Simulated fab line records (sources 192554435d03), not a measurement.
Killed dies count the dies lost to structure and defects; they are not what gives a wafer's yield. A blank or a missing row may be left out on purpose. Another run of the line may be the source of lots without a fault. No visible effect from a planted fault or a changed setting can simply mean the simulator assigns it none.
Split-lot study ; flow n5_finfet ; 21 wafers read across 7 lots, on a route 1938 steps long

SPLIT DETAILS
At N5_BEOL_M5_PECVD_70 (deposits SiO2 from TEOS/O2, target thk 16 nm, time 18 s), the setting time_s was moved away from the recipe's 18 s on 3 of the 21 wafers read, by -12.6% to -4.1%. For the rest of the wafers, this setting stayed at what the recipe calls for.

The reading comes from the split's own step.

THE READING
SiO2_of_BEOL_M5_PECVD_70.thk_nm (the simulator's own value, which no gauge read), in nm, at N5_BEOL_M5_PECVD_70 (deposits SiO2 from TEOS/O2, target thk 16 nm, time 18 s). There is no usual value for it anywhere in the file. Across the 18 wafers here that went through the recipe, the average is 16.0 nm and the standard deviation 0.22 nm.

wafer;tool, chamber at the split;time_s as run, s;against the recipe;SiO2_of_BEOL_M5_PECVD_70.thk_nm, nm;against lot-mates on the recipe
L074.2;pecvd-01, 0,2;18;recipe;15.8;-
L074.4;pecvd-01, 0,2;18;recipe;15.8;-
L074.3;pecvd-01, 2;18;recipe;15.6;-
L076.3;pecvd-01, 1;18;recipe;15.8;-
L076.4;pecvd-01, 0;18;recipe;16.2;-
L076.6;pecvd-01, 1;18;recipe;16;-
L080.3;pecvd-01, 1;18;recipe;15.8;-
L080.4;pecvd-01, 0;18;recipe;16;-
L080.5;pecvd-01, 1;17.27;-4.1%;15.4;-0.5
L085.3;pecvd-04, 1,2;18;recipe;16.2;-
L085.4;pecvd-04, 1,2;18;recipe;16.2;-
L085.5;pecvd-04, 0;16.73;-7.1%;15;-1.2
L088.4;pecvd-03, 2,0,1;18;recipe;16.2;-
L088.5;pecvd-03, 2,0,1;18;recipe;16.2;-
L088.6;pecvd-03, 2,0,1;18;recipe;16.2;-
L093.2;pecvd-03, 0;18;recipe;16;-
L093.3;pecvd-03, 2;15.73;-12.6%;14;-2.1
L093.5;pecvd-03, 1;18;recipe;16.2;-
L091.1;pecvd-01, 1;18;recipe;15.8;-
L091.2;pecvd-01, 2;18;recipe;15.6;-
L091.6;pecvd-01, 1;18;recipe;16.2;-
Rows listing several chambers each stand for several wafers; the file does not say which wafer went through which chamber.

THE FIT
A straight line over all 21 wafers: SiO2_of_BEOL_M5_PECVD_70.thk_nm changes by +0.153 nm for each +1% of time_s; r = +0.92; the points scatter about the line by 0.21 nm.
The same after taking each lot's own level away (the mean of its wafers on the recipe; 21 wafers): +0.165 nm for each +1%; r = +0.97; scatter 0.14 nm.
On that fit, the largest move of time_s shifts the reading by 2.1 nm.
From 15.73 to 16.20 nm: that is the span of the lots' own levels, equal to 2.2 times the standard deviation above.
The two slopes agree, so the slope changes little with the lot-to-lot level.
Check: for one of the wafers moved furthest among these (-12.6%), held out of the fit, the line's prediction against its lot-mates is -2 nm. It came out at -2.1 nm against them.

OTHER SPLITS APPLIED TO THESE WAFERS
Note: prior to the reading, these wafers also went through further splits. Each is held against what the fit with the lots' levels taken away leaves over:
other split on the same wafers;wafers away from the commonest value;r with SiO2_of_BEOL_M5_PECVD_70.thk_nm (lot level and that fit taken away)
N5_HKMG_FIN_ETCH_86 target_depth_a;7;-0.10
N5_MOL_CONTACT_COAG_CONTACT_ETCH_14 source_w;7;-0.30
N5_MOL_CONTACT_COAG_ETCH_67 source_w;4;-0.25
N5_MOL_CONTACT_COAG_ETCHBACK_136 target_depth_a;6;-0.10
N5_BEOL_M0_SAQP_SPACER1_ALD_98 temp_c;6;-0.23
N5_BEOL_M0_ETCH_138 source_w;6;-0.17
N5_BEOL_M1_ETCH_64 bias_w;8;-0.09
N5_BEOL_M2_COAT_68 spin_rpm;4;+0.22
N5_BEOL_M3_DESCUM_33 time_s;4;+0.24
N5_BEOL_M3_VIA_ETCH_34 bias_w;6;+0.00
N5_BEOL_M3_TRENCH_ETCH_37 source_w;5;+0.15

FILE'S OWN FIT
SiO2_of_BEOL_M5_PECVD_70.thk_nm changes by +0.164 nm for each +1% of time_s, r = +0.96.
